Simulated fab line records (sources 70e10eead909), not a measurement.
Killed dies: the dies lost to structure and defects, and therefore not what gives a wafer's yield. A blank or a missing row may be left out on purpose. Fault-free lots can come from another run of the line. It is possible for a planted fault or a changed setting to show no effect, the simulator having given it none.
Chamber matching + flow nand-harc + pecvd-03 running NHARC_P_M1_DEP_33: 3 sister chambers
The step deposits SiCN, target thk 30 nm. 3 wafers are shown with their chamber, then 10 later ones without.

## WAFERS, EACH WITH ITS CHAMBER
| wafer  | chamber | heater-power-w (W) |
|--------|---------|--------------------|
| L088.5 | 0       | 553                |
| L091.1 | 2       | 629                |
| L091.2 | 1       | 465                |

## WAFERS WITH NO CHAMBER GIVEN
| wafer  | heater-power-w (W) |
|--------|--------------------|
| L091.5 | 521                |
| L093.1 | 462                |
| L093.3 | 653                |
| L093.5 | 453                |
| L094.3 | 583                |
| L094.4 | 452                |
| L094.5 | 592                |
| L096.1 | 600                |
| L096.2 | 446                |
| L096.3 | 657                |

## EACH ONE'S CHAMBER
| wafer  | from the rows above     | in truth |
|--------|-------------------------|----------|
| L091.5 | can't be placed: 0 or 1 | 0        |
| L093.1 | 1                       | 1        |
| L093.3 | 2                       | 2        |
| L093.5 | 1                       | 1        |
| L094.3 | can't be placed: 0 or 2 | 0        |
| L094.4 | 1                       | 1        |
| L094.5 | can't be placed: 2 or 0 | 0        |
| L096.1 | can't be placed: 2 or 0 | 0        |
| L096.2 | 1                       | 1        |
| L096.3 | 2                       | 2        |
Correctly placed: 6 of 10. Not placeable from these rows: 4 (in 4, the candidates include the true chamber). Placed wrongly: 0.
How it was worked out, from the rows above alone: a wafer's distance from a chamber is the root of the sum, over the readings, of the square of ((its reading less the chamber's mean) divided by the reading's scatter). If the next closest chamber is less than 2 further off than the closest, the wafer can't be placed; otherwise it belongs to the closest. Each chamber's mean is taken over the wafers shown for it. The scatter: with one shown wafer a chamber, the root of the mean of the squares of how far each hidden wafer lies from its nearest shown one.
